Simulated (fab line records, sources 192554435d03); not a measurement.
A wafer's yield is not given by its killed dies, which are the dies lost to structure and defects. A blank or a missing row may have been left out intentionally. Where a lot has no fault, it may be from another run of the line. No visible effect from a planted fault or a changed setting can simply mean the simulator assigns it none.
Chamber matching || flow n5Finfet || 3 sister chambers for N5_BEOL_M6_CURE_75 on uvCure-03
The step cures SiCOH lowk, time 120 s. 3 wafers are shown with their chamber, then 10 later ones without.

WAFERS WITH THEIR CHAMBER
{"wafer": "L074.4", "chamber": 0, "wafer_temp_C_max": 372.5}
{"wafer": "L086.6", "chamber": 2, "wafer_temp_C_max": 371.0}
{"wafer": "L091.2", "chamber": 1, "wafer_temp_C_max": 371.3}

WAFERS WITH NO CHAMBER GIVEN
{"wafer": "L091.3", "wafer_temp_C_max": 371.8}
{"wafer": "L095.2", "wafer_temp_C_max": 371.4}
{"wafer": "L095.4", "wafer_temp_C_max": 371.5}
{"wafer": "L095.5", "wafer_temp_C_max": 371.2}
{"wafer": "L096.1", "wafer_temp_C_max": 371.8}
{"wafer": "L096.3", "wafer_temp_C_max": 372.8}
{"wafer": "L096.6", "wafer_temp_C_max": 371.9}
{"wafer": "L097.3", "wafer_temp_C_max": 371.3}
{"wafer": "L097.4", "wafer_temp_C_max": 371.2}
{"wafer": "L097.6", "wafer_temp_C_max": 371.5}

WHICH CHAMBER EACH ONE RAN IN
{"wafer": "L091.3", "from the rows above": "can't be placed: 1 or 0 or 2", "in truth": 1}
{"wafer": "L095.2", "from the rows above": "can't be placed: 1 or 2", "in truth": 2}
{"wafer": "L095.4", "from the rows above": "can't be placed: 1 or 2", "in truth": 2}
{"wafer": "L095.5", "from the rows above": "can't be placed: 1 or 2", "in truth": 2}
{"wafer": "L096.1", "from the rows above": "can't be placed: 1 or 0 or 2", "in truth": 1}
{"wafer": "L096.3", "from the rows above": 0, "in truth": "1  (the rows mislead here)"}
{"wafer": "L096.6", "from the rows above": "can't be placed: 1 or 0 or 2", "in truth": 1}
{"wafer": "L097.3", "from the rows above": "can't be placed: 1 or 2", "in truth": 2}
{"wafer": "L097.4", "from the rows above": "can't be placed: 1 or 2", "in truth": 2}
{"wafer": "L097.6", "from the rows above": "can't be placed: 1 or 2", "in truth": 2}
Correctly placed: 0 of 10. Unplaceable from these rows: 9, with the true chamber sitting among the candidates in 9. 1 placed wrongly.
How it was worked out, from the rows above alone: a wafer's distance from a chamber is the root of the sum, over the readings, of the square of ((its reading less the chamber's mean) divided by the reading's scatter). The wafer belongs to the nearest chamber; if the next one is less than 2 further off, it can't be placed. Each chamber's mean is taken over the wafers shown for it. The scatter (one wafer shown for each chamber): square how far every hidden wafer sits from the nearest shown wafer, average those squares and take the square root.
